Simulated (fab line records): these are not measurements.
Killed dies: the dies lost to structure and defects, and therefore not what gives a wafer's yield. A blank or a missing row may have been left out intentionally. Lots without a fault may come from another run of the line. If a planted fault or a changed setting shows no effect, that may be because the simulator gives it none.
Which of the tools did it?	flow nandHarc	18 wafers from 6 lots sampled at 2 of the route's 1302 steps

WHAT THE GAUGES SHOWED, per wafer
NHARC_P_ZERO_WELL_CD_MEAS_37: the cd target is 720 nm.
lot	measured	on	cdNm (nm)
L973	day 2 20:38	cdSem-02	719.2 721.2 720.4
L978	day 4 22:24	cdSem-02	719.6 722.1 719.7
L980	day 5 18:10	cdSem-01	719.6 720.5 719.1
L987	day 8 15:52	cdSem-01	722.0 719.0 719.2
L990	day 9 22:05	cdSem-01	717.7 721.4 718.0
L992	day 10 18:12	cdSem-02	719.3 719.9 717.6

WHICH TOOL RAN EACH LOT (tool, then ch and the chambers of the sampled wafers, then the start)
lot	NHARC_P_ZERO_WELL_ETCH_63
L973	rieSi-06 ch 0,1,3, day 2 17:56
L978	rieSi-01 ch 0,2, day 4 19:47
L980	rieSi-02 ch 0,1,3, day 5 15:45
L987	rieSi-06 ch 1,2, day 8 13:34
L990	rieSi-06 ch 0,1,3, day 9 19:40
L992	rieSi-01 ch 1,2,3, day 10 15:41
- NHARC_P_ZERO_WELL_ETCH_63: etches the open film in HBr/Cl2, target depth 120 nm, time 40.1 s.

THE ANSWER, worked out from the rows above alone
Rule: the lots themselves supply what counts as usual. The widest of any qualifying gaps counts: lots, ordered by their means at a reading, are off when they make up no more than a third of the lots, leave a main group of 4 or more, and stand apart from it by 3 or more times the standard deviation of that group's means. The tables above print the reading to a certain number of digits; a main group whose means all agree to those digits is not used. A lot without any number at a reading at which 4 lots or more have one is off too. The other lots that the step has rows for count as sound.
None of the lots is off at any reading shown; this tells nothing.

WHAT WAS PUT IN BY THE SIMULATOR
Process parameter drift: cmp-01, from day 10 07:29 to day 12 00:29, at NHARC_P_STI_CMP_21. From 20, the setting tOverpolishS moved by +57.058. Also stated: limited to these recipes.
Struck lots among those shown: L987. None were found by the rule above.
